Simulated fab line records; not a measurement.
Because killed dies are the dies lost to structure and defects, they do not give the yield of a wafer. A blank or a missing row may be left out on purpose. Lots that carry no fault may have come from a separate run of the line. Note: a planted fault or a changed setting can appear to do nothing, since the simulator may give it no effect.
Struck lot and sound lot, side by side / flow n5 finfet / 16 steps out of a route of 1938
Sound: these wafers, L163.1, L163.2, L163.5. Struck: wafer L174.6; the same lot's L174.1 was not struck, so it is left out; see the end for the cause.
Per side, at each step with rows, come the tool, then ch with its chambers, and then its first start. Under that, the readings that differ: sound wafers / struck wafers / difference of the means / sigmas: that difference in standard deviations of wafers without a fault.
alike: a reading whose means differ by less than 2 such deviations, as well as words and numbers matching on both sides. not compared: withheld readings; readings where some wafer has no value; bounds like >300 that might hide an equal value; numbers whose values overlap and for which the record gives no deviation.
A row with sigmas, a row that says differs or no value, or rows on one side alone: a step with any of these is where the two part. Numbers that don't overlap but have no deviation are shown without sigmas and don't part them. Lack of a reading on every wafer of one side parts them only where that side has two or more wafers.

N5_FIN_SAQP_MANDREL_ETCH_58: etches a-Si in HBr/Cl2, stops on SiNx, target depth 45 nm, bt time 10 s, time 27 s.
  sound on rie si-01 ch 0,3, day 3 06:50; struck on rie si-04 ch 0, day 6 00:41
  alike: drypump motor current A, oes product au, throttle valve pct
  not compared: rf hours counter h
then, 5 steps without rows for these wafers: N5_FIN_SAQP_RECESS_63 (chemistry HF/NH3, target SiO2, target depth 18 nm, afs cycles 3, sublimation time 60 s); N5_FIN_SAQP_COAT_68 (time 60 s, resist thk 100 nm); N5_FIN_SAQP_ETCH_69 (etches SOC in N2/H2, stops on SiNx, target depth 150 nm); N5_FIN_SAQP_ETCH_67 (etches SiNx in CH3F/O2, target depth 30 nm); N5_FIN_SAQP_STRIP_70 (strips in N2/H2).
N5_FIN_SAQP_RECESS_71: chemistry HF/NH3, target SiO2, target depth 3 nm, afs cycles 1, sublimation time 60 s.
  sound on vapor etch-02 ch 0,1, day 3 07:32; struck on vapor etch-02 ch 0, day 6 01:23
  alike: drypump motor current A
then, 1 step without rows for these wafers: N5_FIN_SAQP_SPACER2_ALD_28 (deposits SiO2, target thk 8.1 nm, pulse time 1 s, purge time 2 s).
N5_FIN_SAQP_SPACER2_ETCHBACK_29: etches SiO2 in CHF3/O2, target depth 12.2 nm, time 6.1 s.
  sound on rie diel-05 ch 0,3, day 3 08:04; struck on rie diel-04 ch 3, day 6 02:19
reading=rf vpp V (V); sound=521 520 523; struck=537; difference=+16; sigmas=+2
  alike: O2_flow_sccm, drypump motor current A, mfc ar sccm, oes product au, showerhead plenum p Torr, throttle valve pct
  not compared: rf hours counter h
then, 1 step without rows for these wafers: N5_FIN_SAQP_MANDREL2_REMOVE_60 (chemistry HBr/Cl2/O2, target a-Si, stops on SiNx, bt time 10 s).
N5_FIN_SAQP_CD_MEAS_31: target cd 8 nm.
  sound on cd sem-03 ch 0, day 3 08:16; struck on cd sem-03 ch 0, day 6 02:31
  alike: cd nm
N5_FIN_SAQP_HM_OPEN_33: chemistry CH3F/O2, target SiNx, target depth 49.4 nm, time 70.6 s.
  sound on rie diel-05 ch 0,3, day 3 08:32; struck on rie diel-04 ch 1, day 6 02:34
  alike: O2_flow_sccm, drypump motor current A, etch rf on time s, mfc ar sccm, oes product au, rf vpp V, showerhead plenum p Torr, throttle valve pct
  not compared: rf hours counter h
N5_FIN_SAQP_ETCH_34: etches SiO2 in C4F6/O2, target depth 45 nm, time 15 s.
  sound on rie diel-05 ch 0,3, day 3 08:37; struck on rie diel-04 ch 1, day 6 02:38
reading=etch rf on time s (s); sound=15.20 14.88 15.21; struck=11.18; difference=-3.92; sigmas=-26
reading=throttle valve pct (%); sound=21.25 20.49 21.24; struck=21.42; difference=+0.43; sigmas=+2
  alike: O2_flow_sccm, drypump motor current A, mfc ar sccm, oes product au, rf vpp V, showerhead plenum p Torr
  not compared: rf hours counter h
N5_FIN_SAQP_STRIP_77: strips in N2/H2, time 90 s.
  sound on rie diel-05 ch 0,3, day 3 08:38; struck on rie diel-04 ch 1, day 6 02:39
  alike: drypump motor current A, oes product au, rf vpp V, showerhead plenum p Torr, throttle valve pct
  not compared: rf hours counter h
-- a jump in the record: the struck wafers' starts before and after are 5 days apart (it breaks off in module FIN_SAQP and resumes in module BEOL_M4, where the first step shown is number 1111 of the route) --
N5_BEOL_M4_RC_MEAS_101:
  sound on prober-02 ch 0, day 9 05:20; struck on prober-01 ch 0, day 11 12:51
  alike: DIBL_N, DIBL_P, IOFF_N, IOFF_P, ION_N, ION_P, SS_N, SS_P, VT_N, VT_P
-- a jump in the record: the struck wafers' starts before and after are 5 days apart (it breaks off in module BEOL_M4 and resumes in module PASSIVATION, where the first step shown is number 1936 of the route) --
N5_PASSIVATION_PROBE_49:
  struck on prober-01, day 16 02:20; sound on prober-01, day 13 06:38
  alike: defect limited yield, killed_at_M0_to_M3, killed_at_M4_up, killed at contacts, killed at front end, killed at other, killed dies, killed on rim, killed open, killed short, sort_bin_5_function, sort_bin_6_memory, sort n pass, sort yield pct

## WHERE THEY PART
Last at N5_FIN_SAQP_ETCH_34 as far as this record goes, first at N5_FIN_SAQP_SPACER2_ETCHBACK_29. Later steps at which nothing parts them and some readings are alike: N5_FIN_SAQP_STRIP_77, N5_BEOL_M4_RC_MEAS_101, N5_PASSIVATION_PROBE_49.

WHY: whatever the simulator had introduced
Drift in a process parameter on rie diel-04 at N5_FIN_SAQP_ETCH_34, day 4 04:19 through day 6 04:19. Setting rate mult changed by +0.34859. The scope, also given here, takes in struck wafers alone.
